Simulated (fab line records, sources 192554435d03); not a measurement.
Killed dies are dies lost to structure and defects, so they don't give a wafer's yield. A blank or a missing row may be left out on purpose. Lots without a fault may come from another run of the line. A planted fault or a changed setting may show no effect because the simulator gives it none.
A struck lot beside a sound one | flow n5_finfet | 27 steps out of a route of 1938
Sound: wafers L144.1, L144.2, L144.6. Struck: wafer L142.2. (L142.1, L142.3 of the same lot were not struck and are left out.) The cause comes at the end.
At each step with rows: each side's tool, then ch and its chambers, then its first start. Under that, the readings that differ: sound wafers | struck wafers | difference of the means | sigmas: that difference in standard deviations of wafers without a fault.
alike: readings whose means differ by less than 2 such deviations, and words and numbers that are the same on both sides. not compared: withheld readings, readings that some wafer has no value for, bounds like >300 that may hide the same value, and numbers for which the record gives no deviation and whose values overlap.
The two part at a step that has a row with sigmas, a row that says differs or no value, or rows on one side only. Numbers that don't overlap but have no deviation are shown without sigmas and don't part them. A reading that every wafer of one side lacks parts them only if that side has two wafers or more.

first, 10 steps without rows for these wafers: N5_FIN_SAQP_PRECLEAN_42 (cleans in O3/DIW, time 60 s); N5_FIN_SAQP_PRECLEAN_00 (cleans in SC1, time 60 s); N5_FIN_SAQP_PRECLEAN_44 (cleans in SC2, time 45 s); N5_FIN_SAQP_SRD_01 (time 30 s); N5_FIN_SAQP_ALD_61 (deposits SiO2, target thk 4 nm, pulse time 1 s, purge time 2 s); N5_FIN_SAQP_DENSIFY_62 (time 60 s); N5_FIN_SAQP_HM_DEP_03 (deposits SiNx from SiH4/NH3/N2, target thk 38 nm, time 33.6 s); N5_FIN_SAQP_PECVD_47 (deposits a-Si from SiH4/He, target thk 45 nm, time 36.3 s); N5_FIN_SAQP_PECVD_48 (deposits SiNx from SiH4/NH3/N2, target thk 25 nm, time 22.1 s); N5_FIN_SAQP_PECVD_06 (deposits a-Si from SiH4/He, target thk 60 nm, time 48.1 s).
N5_FIN_SAQP_HM_DEP_72: deposits SiO2 from SiH4/N2O, target thk 12 nm, time 7.2 s.
  sound on pecvd-04 ch 1,2, day 7 04:09; struck on pecvd-02 ch 0, day 6 18:34
  reading                                      | sound            | struck | difference | sigmas
  model.SiO2_of_FIN_SAQP_HM_DEP_72.thk_nm (nm) | 11.8 12.03 12.07 | 12.8   | +0.8       |
  alike: heater_power_w, showerhead_plenum_p_Torr, showerhead_vpp_V
then, 12 steps without rows for these wafers: N5_FIN_SAQP_COAT_49 (time 60 s, resist thk 100 nm); N5_FIN_SAQP_COAT_50 (time 60 s, resist thk 35 nm); N5_FIN_SAQP_COAT_10 (resist thk 90 nm); N5_FIN_SAQP_EBR_12; N5_FIN_SAQP_SOFTBAKE_11 (time 60 s); N5_FIN_SAQP_EXPOSE_13 (exposes mask FIN CORE, target cd 35.6 nm); N5_FIN_SAQP_PEB_14 (peb time 60 s); N5_FIN_SAQP_DEVELOP_15 (develop time 30 s); N5_FIN_SAQP_DESCUM_21 (chemistry O2, time 7.9 s); N5_FIN_SAQP_ETCH_51 (etches SiARC in CF4, target depth 45.5 nm, time 75.8 s); N5_FIN_SAQP_ETCH_52 (etches SOC in N2/H2, target depth 100 nm, overetch 20 nm, time 150 s); N5_FIN_SAQP_STRIP_53 (strips in N2/H2).
N5_FIN_SAQP_HM_OPEN_73: chemistry CHF3/O2, target SiO2, stops on a-Si, target depth 12 nm, time 16.8 s.
  sound on rie_diel-04 ch 0,1, day 7 04:46; struck on rie_diel-03 ch 2, day 6 19:45
  reading                         | sound             | struck | difference | sigmas
  drypump_motor_current_A (A)     | 5.5 5.7 5.5       | 4.7    | -0.9       | -2
  showerhead_plenum_p_Torr (Torr) | 2.58 2.51 2.58    | 2.38   | -0.18      | -2
  throttle_valve_pct (%)          | 18.56 18.76 18.57 | 19.13  | +0.50      | +3
  model.etch.depth_nm (nm)        | 11.8 12.03 12.07  | 12.8   | +0.8       |
  alike: O2_flow_sccm, oes_product_au, rf_vpp_V
  not compared: rf_hours_counter_h
then, 1 step without rows for these wafers: N5_FIN_SAQP_STRIP_74 (strips in CHF3/O2).
-- the record jumps here: 6 days lie between the struck wafers' starts before and after (it left off in module FIN_SAQP and takes up again in module BEOL_M4, whose first step shown is number 1111 of the route) --
N5_BEOL_M4_RC_MEAS_101:
  sound on prober-01 ch 0, day 13 09:58; struck on prober-01 ch 0, day 13 01:43
  alike: DIBL_N, DIBL_P, IOFF_N, IOFF_P, ION_N, ION_P, SS_N, SS_P, VT_N, VT_P
N5_PASSIVATION_PROBE_49:
  the record has rows for the sound wafers here (prober-02, day 18 00:50) and none for the struck ones

WHERE THEY PART
First at N5_FIN_SAQP_HM_OPEN_73; last, within this record, at N5_PASSIVATION_PROBE_49.

WHY: what the simulator had put in
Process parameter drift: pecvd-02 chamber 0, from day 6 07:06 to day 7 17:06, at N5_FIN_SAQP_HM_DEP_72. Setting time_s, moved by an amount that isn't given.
